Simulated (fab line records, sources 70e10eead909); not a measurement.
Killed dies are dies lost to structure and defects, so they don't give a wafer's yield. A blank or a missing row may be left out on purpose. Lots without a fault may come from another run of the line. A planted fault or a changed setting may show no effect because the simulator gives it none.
Which tool did it? | flow nand_harc | 6 lots, 18 wafers sampled, at 3 steps of a route of 1302

WHAT THE GAUGES READ, wafer by wafer
NHARC_P_GATE_CD_MEAS_59: target cd 720 nm.
lot  | measured     | on        | cd_nm (nm)
L112 | day 5 00:07  | cd_sem-03 | 720.4 719.6 718.1
L114 | day 6 06:16  | cd_sem-02 | 720.7 720.9 718.8
L127 | day 11 08:49 | cd_sem-02 | 717.9 718.3 719.8
L129 | day 12 05:48 | cd_sem-03 | 722.5 721.7 722.3
L132 | day 13 14:28 | cd_sem-01 | 721.0 716.9 717.2
L134 | day 14 02:16 | cd_sem-01 | 719.2 719.5 721.8

WHICH TOOL RAN EACH LOT (tool, then ch and the chambers of the sampled wafers, then the start)
lot  | NHARC_P_GATE_ETCH_114                         | NHARC_P_GATE_EXPOSE_56
L112 | rie_diel-10 ch 1,2,3, day 4 23:58 or earlier  | krf_scanner-03 ch 0, day 4 23:58
L114 | rie_diel-03 ch 0,2,3, day 6 06:07 or earlier  | krf_scanner-04 ch 0, day 6 06:07
L127 | rie_diel-10 ch 0,2, day 11 08:40 or earlier   | krf_scanner-04 ch 0, day 11 08:40
L129 | rie_diel-03 ch 1,2,3, day 12 05:39 or earlier | krf_scanner-04 ch 0, day 12 05:39
L132 | rie_diel-10 ch 2,3, day 13 14:18 or earlier   | krf_scanner-02 ch 0, day 13 14:18
L134 | rie_diel-05 ch 0,1,2, day 14 02:06 or earlier | krf_scanner-02 ch 0, day 14 02:06
- NHARC_P_GATE_ETCH_114: etches the open film in CF4/O2, target depth 30 nm, overetch 3 nm, time 16.5 s.
- NHARC_P_GATE_EXPOSE_56: exposes mask P PSD, target cd 720 nm.

THE ANSWER, worked out from the rows above alone
Rule: what is usual is taken from the lots themselves. Put in order of their means at a reading, lots are off if they are a third of the lots or fewer, leave a main group of 4 or more, and stand apart from it by a gap of 3 or more times the standard deviation of the main group's means; of several such gaps the widest counts. A main group whose means are all the same, to the digits that the tables above print for the reading, isn't used. A lot without any number at a reading at which 4 lots or more have one is off too. The other lots that the step has rows for count as sound.
No lot is off at any reading shown: from this, nothing can be told.

WHAT THE SIMULATOR HAD PUT IN
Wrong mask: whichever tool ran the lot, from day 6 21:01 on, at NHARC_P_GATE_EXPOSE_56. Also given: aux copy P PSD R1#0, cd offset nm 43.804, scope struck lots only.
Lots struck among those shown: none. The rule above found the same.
